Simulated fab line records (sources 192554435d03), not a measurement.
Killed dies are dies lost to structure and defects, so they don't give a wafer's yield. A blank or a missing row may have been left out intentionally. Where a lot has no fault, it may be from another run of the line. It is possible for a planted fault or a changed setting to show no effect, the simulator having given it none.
Split-lot experiment ; flow n5 finfet ; route with 1938 steps; 7 lots, 39 wafers read

ABOUT THE SPLIT
At N5_BEOL_M10_CVD_75 (deposits Co from CCTBA/H2, target thk 2 nm, time 138.9 s), the setting target thk a was moved away from the recipe's 20 angstrom on 9 of the 39 wafers read, by -40.5% to -34.2%. This setting was run at the recipe's value on the other wafers.

The reading comes from the split's own step.

THE READING
Co_of_BEOL_M10_CVD_75.thk nm (the simulator's own value, which no gauge read), in nm, at N5_BEOL_M10_CVD_75 (deposits Co from CCTBA/H2, target thk 2 nm, time 138.9 s). No usual value for it is given in the file. Across the 30 wafers here that went through the recipe, the average is 2.0 nm and the standard deviation 0.11 nm.

wafer;tool, chamber at the split;target thk a as run, angstrom;against the recipe;Co_of_BEOL_M10_CVD_75.thk nm, nm;against lot-mates on the recipe
L078.1;cvd co-02, 1,0,1,0,1;20;recipe;2;-
L078.2;cvd co-02, 1,0,1,0,1;20;recipe;2;-
L078.3;cvd co-02, 1,0,1,0,1;20;recipe;2;-
L078.4;cvd co-02, 1,0,1,0,1;20;recipe;2;-
L078.5;cvd co-02, 1,0,1,0,1;20;recipe;2;-
L078.6;cvd co-02, 0;20;recipe;2.2;-
L079.1;cvd co-02, 2;20;recipe;2;-
L079.5;cvd co-02, 2;20;recipe;2;-
L079.2;cvd co-02, 1,0,1;13.16;-34.2%;1.4;-0.7
L079.3;cvd co-02, 1,0,1;13.16;-34.2%;1.4;-0.7
L079.4;cvd co-02, 1,0,1;13.16;-34.2%;1.4;-0.7
L079.6;cvd co-02, 0;20;recipe;2.2;-
L085.1;cvd co-02, 2,0,2;20;recipe;2;-
L085.5;cvd co-02, 2,0,2;20;recipe;2;-
L085.6;cvd co-02, 2,0,2;20;recipe;2;-
L085.2;cvd co-02, 0,1,1;20;recipe;2.2;-
L085.3;cvd co-02, 0,1,1;20;recipe;2.2;-
L085.4;cvd co-02, 0,1,1;20;recipe;2.2;-
L087.1;cvd co-02, 2,2,0;20;recipe;2;-
L087.3;cvd co-02, 2,2,0;20;recipe;2;-
L087.4;cvd co-02, 2,2,0;20;recipe;2;-
L087.2;cvd co-02, 0,2,0;13.03;-34.9%;1.4;-0.6
L087.5;cvd co-02, 0,2,0;13.03;-34.9%;1.4;-0.6
L087.6;cvd co-02, 0,2,0;13.03;-34.9%;1.4;-0.6
L088.1;cvd co-01, 1,0,2,2,1;20;recipe;2;-
L088.2;cvd co-01, 1,0,2,2,1;20;recipe;2;-
L088.3;cvd co-01, 1,0,2,2,1;20;recipe;2;-
L088.4;cvd co-01, 1,0,2,2,1;20;recipe;2;-
L088.5;cvd co-01, 1,0,2,2,1;20;recipe;2;-
L088.6;cvd co-01, 0;20;recipe;2.2;-
L095.2;cvd co-01, 0,2,0;20;recipe;1.8;-
L095.3;cvd co-01, 0,2,0;20;recipe;1.8;-
L095.4;cvd co-01, 0,2,0;20;recipe;1.8;-
L097.1;cvd co-02, 0,1,2;20;recipe;2;-
L097.5;cvd co-02, 0,1,2;20;recipe;2;-
L097.6;cvd co-02, 0,1,2;20;recipe;2;-
L097.2;cvd co-02, 1,2;11.89;-40.5%;1.2;-0.8
L097.3;cvd co-02, 1,2;11.89;-40.5%;1.2;-0.8
L097.4;cvd co-02, 0;11.89;-40.5%;1.4;-0.6
When a row names more than one chamber, that row covers several wafers, and the file does not tell which wafer ran in which chamber.

THE FIT
A straight line over all 39 wafers: Co_of_BEOL_M10_CVD_75.thk nm changes by +0.0182 nm for each +1% of target thk a; r = +0.94; the points scatter about the line by 0.1 nm.
The same after taking each lot's own level away (the mean of its wafers on the recipe; 39 wafers): +0.0182 nm for each +1%; r = +0.97; scatter 0.072 nm.
According to that fit, moving target thk a by its largest amount changes the reading by 0.74 nm.
The lots' own levels span 1.80 to 2.10 nm, that is 2.8 times the standard deviation above.
So the lot-to-lot level changes the slope little: the two slopes agree.
Check: with one of the wafers moved furthest among these (-40.5%) left out of the fit, the line predicts -0.73 nm for it against its lot-mates. It came out at -0.8 nm against them.

FILE'S OWN FIT
Co_of_BEOL_M10_CVD_75.thk nm changes by +0.0182 nm for each +1% of target thk a, r = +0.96.
